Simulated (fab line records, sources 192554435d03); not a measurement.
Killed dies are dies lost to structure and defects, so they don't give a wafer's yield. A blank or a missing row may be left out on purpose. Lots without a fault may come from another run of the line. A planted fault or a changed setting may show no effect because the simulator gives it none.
Chamber matching | flow n5_finfet | N5_BEOL_M10_CMP_52 on cmp-01: 4 sister chambers
The step polishes, stops on SiCOH lowk, t overpolish 7 s, target thk 140 nm. 8 wafers are shown with their chamber, then 8 later ones without.

WAFERS WITH THEIR CHAMBER
wafer  | chamber | motor_current_A (A) | time_to_endpoint_s (s)
L077.2 | 0       | 6.3                 | 68
L077.4 | 1       | 5.5                 | 67
L079.4 | 1       | 5.4                 | 65
L081.4 | 3       | 5.8                 | 64
L090.2 | 2       | 6.4                 | 66
L090.3 | 0       | 6.2                 | 67
L090.4 | 3       | 6.1                 | 64
L094.1 | 2       | 6.2                 | 74

WAFERS WITHOUT THEIR CHAMBER
wafer  | motor_current_A (A) | time_to_endpoint_s (s)
L094.3 | 5.9                 | 67
L094.5 | 6.3                 | 66
L097.4 | 6.5                 | 70
L097.5 | 6.0                 | 67
L097.6 | 6.5                 | 71
L096.1 | 5.8                 | 63
L096.4 | 5.4                 | 66
L096.6 | 6.4                 | 69

WHICH CHAMBER EACH WENT THROUGH
wafer  | from the rows above          | in truth
L094.3 | can't be placed: 3 or 0      | 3
L094.5 | can't be placed: 0 or 2      | 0
L097.4 | can't be placed: 2 or 0      | 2
L097.5 | can't be placed: 3 or 0 or 2 | 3
L097.6 | can't be placed: 2 or 0      | 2
L096.1 | can't be placed: 3 or 1      | 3
L096.4 | 1                            | 1
L096.6 | can't be placed: 2 or 0      | 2
Placed correctly: 1 of 8. Can't be placed from these rows: 7 (the true chamber is among the candidates in 7). Placed wrongly: 0.
How it was worked out, from the rows above alone: a wafer's distance from a chamber is the root of the sum, over the readings, of the square of ((its reading less the chamber's mean) divided by the reading's scatter). The wafer belongs to the nearest chamber; if the next one is less than 2 further off, it can't be placed. A chamber's mean is the mean of its shown wafers. The scatter: the root of (the sum of the squares of (reading less its chamber's mean) over the shown wafers, divided by (wafers less chambers)).
